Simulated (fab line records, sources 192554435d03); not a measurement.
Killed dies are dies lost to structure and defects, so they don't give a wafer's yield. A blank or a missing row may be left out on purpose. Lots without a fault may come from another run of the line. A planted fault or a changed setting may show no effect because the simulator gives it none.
Chamber matching | flow n5_finfet | N5_BEOL_M10_STRIP_36 on rie_diel-05: 4 sister chambers
The step strips in N2/H2. 8 wafers are shown with their chamber, then 7 later ones without.

WAFERS WITH THEIR CHAMBER
wafer  | chamber | showerhead_plenum_p_Torr (Torr) | throttle_valve_pct (%)
L074.1 | 3       | 2.62                            | 24.18
L074.5 | 3       | 2.62                            | 24.19
L075.6 | 1       | 2.49                            | 23.59
L087.2 | 1       | 2.48                            | 23.63
L087.4 | 0       | 2.45                            | 23.70
L087.6 | 2       | 2.45                            | 23.54
L091.2 | 0       | 2.45                            | 23.71
L091.3 | 2       | 2.44                            | 23.51

WAFERS WITHOUT THEIR CHAMBER
wafer  | showerhead_plenum_p_Torr (Torr) | throttle_valve_pct (%)
L091.5 | 2.48                            | 23.66
L095.1 | 2.44                            | 23.70
L095.3 | 2.47                            | 23.67
L095.5 | 2.60                            | 23.88
L097.2 | 2.47                            | 23.69
L097.3 | 2.44                            | 23.71
L097.5 | 2.44                            | 23.51

WHICH CHAMBER EACH WENT THROUGH
wafer  | from the rows above     | in truth
L091.5 | 1                       | 1
L095.1 | 0                       | 0
L095.3 | can't be placed: 0 or 1 | 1
L095.5 | 3                       | 3
L097.2 | can't be placed: 0 or 1 | 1
L097.3 | 0                       | 0
L097.5 | 2                       | 2
Placed correctly: 5 of 7. Can't be placed from these rows: 2 (the true chamber is among the candidates in 2). Placed wrongly: 0.
How it was worked out, from the rows above alone: a wafer's distance from a chamber is the root of the sum, over the readings, of the square of ((its reading less the chamber's mean) divided by the reading's scatter). The wafer belongs to the nearest chamber; if the next one is less than 2 further off, it can't be placed. A chamber's mean is the mean of its shown wafers. The scatter: the root of (the sum of the squares of (reading less its chamber's mean) over the shown wafers, divided by (wafers less chambers)).
